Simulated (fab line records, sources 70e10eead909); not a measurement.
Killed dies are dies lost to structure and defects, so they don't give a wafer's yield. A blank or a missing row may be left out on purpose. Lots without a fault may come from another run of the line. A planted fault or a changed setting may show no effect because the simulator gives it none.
Chamber matching | flow nand_harc | NHARC_A_STAIRCASE_DEP_156 on pecvd-02: 3 sister chambers
The step deposits SiNx, target thk 50 nm. 18 wafers are shown with their chamber, then 9 later ones without.

WAFERS WITH THEIR CHAMBER
wafer  | chamber | heater_power_w (W)
L077.3 | 2       | 490
L077.4 | 0       | 668
L077.6 | 2       | 495
L076.1 | 0       | 704
L076.3 | 1       | 707
L076.6 | 2       | 591
L078.2 | 2       | 504
L078.3 | 0       | 715
L078.6 | 1       | 829
L084.1 | 1       | 820
L084.3 | 0       | 795
L084.6 | 0       | 767
L083.1 | 2       | 565
L083.3 | 0       | 697
L083.6 | 2       | 568
L089.1 | 0       | 725
L089.4 | 2       | 605
L089.5 | 1       | 728

SIGNATURES (means of the wafers above)
reading        | chamber 0 | chamber 1 | chamber 2 | scatter within a chamber
heater_power_w | 724.43    | 771.00    | 545.43    | 49.5
Rule: a wafer's distance from a chamber is the root of the sum, over the readings, of the square of ((its reading less the chamber's mean) divided by the reading's scatter). The wafer belongs to the nearest chamber; if the next one is less than 2 further off, it can't be placed. The scatter: the root of (the sum of the squares of (reading less its chamber's mean) over the shown wafers, divided by (wafers less chambers)).

WAFERS WITHOUT THEIR CHAMBER
wafer  | heater_power_w (W)
L089.2 | 610
L089.3 | 728
L089.6 | 721
L090.1 | 832
L090.2 | 524
L090.5 | 783
L097.1 | 703
L097.4 | 771
L097.6 | 717

WHICH CHAMBER EACH WENT THROUGH
wafer  | from the rows above          | in truth
L089.2 | can't be placed: 2 or 0 or 1 | 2
L089.3 | can't be placed: 0 or 1      | 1
L089.6 | can't be placed: 0 or 1      | 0
L090.1 | can't be placed: 1 or 0      | 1
L090.2 | 2                            | 2
L090.5 | can't be placed: 1 or 0      | 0
L097.1 | can't be placed: 0 or 1      | 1
L097.4 | can't be placed: 1 or 0      | 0
L097.6 | can't be placed: 0 or 1      | 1
Placed correctly: 1 of 9. Can't be placed from these rows: 8 (the true chamber is among the candidates in 8). Placed wrongly: 0.
